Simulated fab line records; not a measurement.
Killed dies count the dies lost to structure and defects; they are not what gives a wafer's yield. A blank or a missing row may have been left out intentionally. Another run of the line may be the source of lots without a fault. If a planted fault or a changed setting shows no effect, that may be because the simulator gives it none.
The tool behind it: which one? ; flow nand_harc ; 6 lots, 18 wafers sampled, at 5 steps of a route of 1159

WHAT THE GAUGES SHOWED, per wafer
NHARC_END_SORT_01.
lot;measured;on;killed_at_array
L678;day 21 15:07;prober-01;10 17 15
L691;day 24 14:00;prober-01;30 27 29
L692;day 24 20:59;prober-02;35 28 37

WHICH TOOL RAN EACH LOT (tool, then ch and the chambers of the sampled wafers, then the start)
lot;NHARC_A_SLIT_STRIP_18;NHARC_A_WL_FILL_CVD_03;NHARC_A_WL_FILL_CVD_23;NHARC_A_WL_FILL_CVD_20
L678;rie_diel-11 ch 2,3, day 15 07:18 or earlier;cvd_w-01 ch 0,1, day 15 07:18;lpcvd_poly-01 ch 0, day 17 02:45;cvd_w-01 ch 0,1, day 21 15:07 or earlier
L681;rie_diel-07 ch 0,1,3, day 17 11:26 or earlier;cvd_w-01 ch 0,1, day 17 11:26;lpcvd_poly-01 ch 0, day 18 01:05;cvd_w-02 ch 0,1, no start
L688;rie_diel-11 ch 1,3, day 18 06:11 or earlier;cvd_w-01 ch 0,1, day 18 06:11;lpcvd_poly-03 ch 0, day 18 20:42;cvd_w-02 ch 1, no start
L690;rie_diel-05 ch 0,1,3, day 18 20:53 or earlier;cvd_w-01 ch 0,1, day 18 20:53;lpcvd_poly-01 ch 0, day 19 15:35;cvd_w-02 ch 0,1, no start
L691;rie_diel-05 ch 0,1,3, day 20 00:25 or earlier;cvd_w-02 ch 0,1, day 20 00:25;lpcvd_poly-03 ch 0, day 20 16:44;cvd_w-02 ch 0,1, day 24 14:00 or earlier
L692;rie_diel-05 ch 0,2,3, day 20 04:43 or earlier;cvd_w-01 ch 0,1, day 20 04:43;lpcvd_poly-04 ch 0, day 20 19:50;cvd_w-02 ch 0,1, day 24 20:59 or earlier
- NHARC_A_SLIT_STRIP_18: strips in O2.
- NHARC_A_WL_FILL_CVD_03: deposits W, target thk 40 nm, time 3302 s.
- NHARC_A_WL_FILL_CVD_23: deposits poly-Si, target thk 40 nm, time 800 s.
- NHARC_A_WL_FILL_CVD_20: deposits W, target thk 75 nm, time 5064 s.

THE ANSWER, worked out from the rows above alone
Rule: usual is defined by the lots themselves. The widest of any qualifying gaps counts: lots, ordered by their means at a reading, are off when they make up no more than a third of the lots, leave a main group of 4 or more, and stand apart from it by 3 or more times the standard deviation of that group's means. A main group whose means are all the same, to the digits that the tables above print for the reading, isn't used. Also off: a lot with no number at a reading for which 4 or more lots have one. The other lots that the step has rows for count as sound.
None of the lots is off at any reading shown; this tells nothing.

WHAT HAD BEEN PUT IN BY THE SIMULATOR
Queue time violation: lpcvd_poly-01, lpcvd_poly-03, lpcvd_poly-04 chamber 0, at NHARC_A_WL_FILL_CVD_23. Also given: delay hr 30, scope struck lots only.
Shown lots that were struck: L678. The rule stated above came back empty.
